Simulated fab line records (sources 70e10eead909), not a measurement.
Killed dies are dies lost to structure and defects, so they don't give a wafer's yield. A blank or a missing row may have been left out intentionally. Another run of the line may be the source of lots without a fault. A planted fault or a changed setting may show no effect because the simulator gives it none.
Code-filled problem report in 8D (eight disciplines) form + flow nand-harc + the parts of the form that need people (team, actions taken, sign-off) are left out

## 1. PROBLEM STATEMENT
At NHARC_A_BLC_SOFTBAKE_05, heater-power-total-W averages 204.20 W over 6 wafers from 2 lots, while fault-free wafers read 188.46 W, standard deviation 0.15. That is +99 or more standard deviations from the usual mean.
The step: time 55 s.
Earliest sighting: wafer L878.3 on litho-track-01 at day 31 05:00. The record holds 39 wafers of 13 lots with a number at this step. Rule for "out" (also "out of limits"): further than 4 standard deviations from the usual mean. All remaining wafers that have a number are taken as sound.

## 2. WHAT IT IS, AND WHAT IT ISN'T
| question                    | is                     | is not                                                              |
|-----------------------------|------------------------|---------------------------------------------------------------------|
| which readings at this step | heater-power-total-W   | -                                                                   |
| which lots                  | L878, L880             | L859, L861, L863, L864, L865, L866, L868, L869, L870, L871, L881    |
| which wafers of those lots  | all that have a number | -                                                                   |
| read on which tools         | litho-track-01         | litho-track-06                                                      |
| when                        | from day 31 05:00      | up to then (30 sound wafers); but 3 sound wafers of L881 came after |

## 3. SUSPECTS, AND WHAT RULES EACH OUT
Counting: a tool stays on the suspect list if, at a process step up to the reading, it processed all lots that are out and no sound lot following the first of them.
- ald-metal-04 at NHARC_A_CONTACT_ALD_18 (deposits TiN, target thk 3 nm, pulse time 1 s, ald cycles 150): kept. Every lot that is out went through it, starting with L878 (day 31 04:14), and after that it ran no sound lot; the last sound lot it ran before then is L869 (day 27 22:54).
- litho-track-01 at NHARC_A_BLC_SOFTBAKE_05 (time 55 s): kept. Every lot that is out went through it, starting with L878 (day 31 05:00), and after that it ran no sound lot; the last sound lot it ran before then is L869 (day 28 00:00). Its own heater-power-total-W readings are out on those wafers.
Remaining after the count are ald-metal-04 at NHARC_A_CONTACT_ALD_18 and litho-track-01 at NHARC_A_BLC_SOFTBAKE_05.

## 4. THE CAUSE (what the simulator had put in)
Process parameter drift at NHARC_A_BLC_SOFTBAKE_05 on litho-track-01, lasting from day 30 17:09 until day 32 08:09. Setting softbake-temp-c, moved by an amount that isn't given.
2 suspects survive the count, and this tool is in that group.

## 5. SEQUENCE OF EFFECTS, ordered by route
Rows list readings where the struck wafers' mean (over those with a number) sits beyond 3 standard deviations from the usual. Scope: only readings with a usual standard deviation given in the record; hours: median across lots of the time from each lot's start at the first step in this table that gives one to its start at this step; sigmas: change in usual standard deviations.
| hours | step                    | reading              | usual    | on struck wafers | change | sigmas      |
|-------|-------------------------|----------------------|----------|------------------|--------|-------------|
| 0     | NHARC_A_BLC_SOFTBAKE_05 | heater-power-total-W | 188.46 W | 204.20           | +15.74 | +99 or more |
Here are the process steps it includes:
- NHARC_A_BLC_SOFTBAKE_05: time 55 s.

## 6. HOW IT WOULD HAVE BEEN CAUGHT EARLIER
First out-of-limits reading in this record: day 31 05:00, which is 12 hours after fault onset at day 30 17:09.
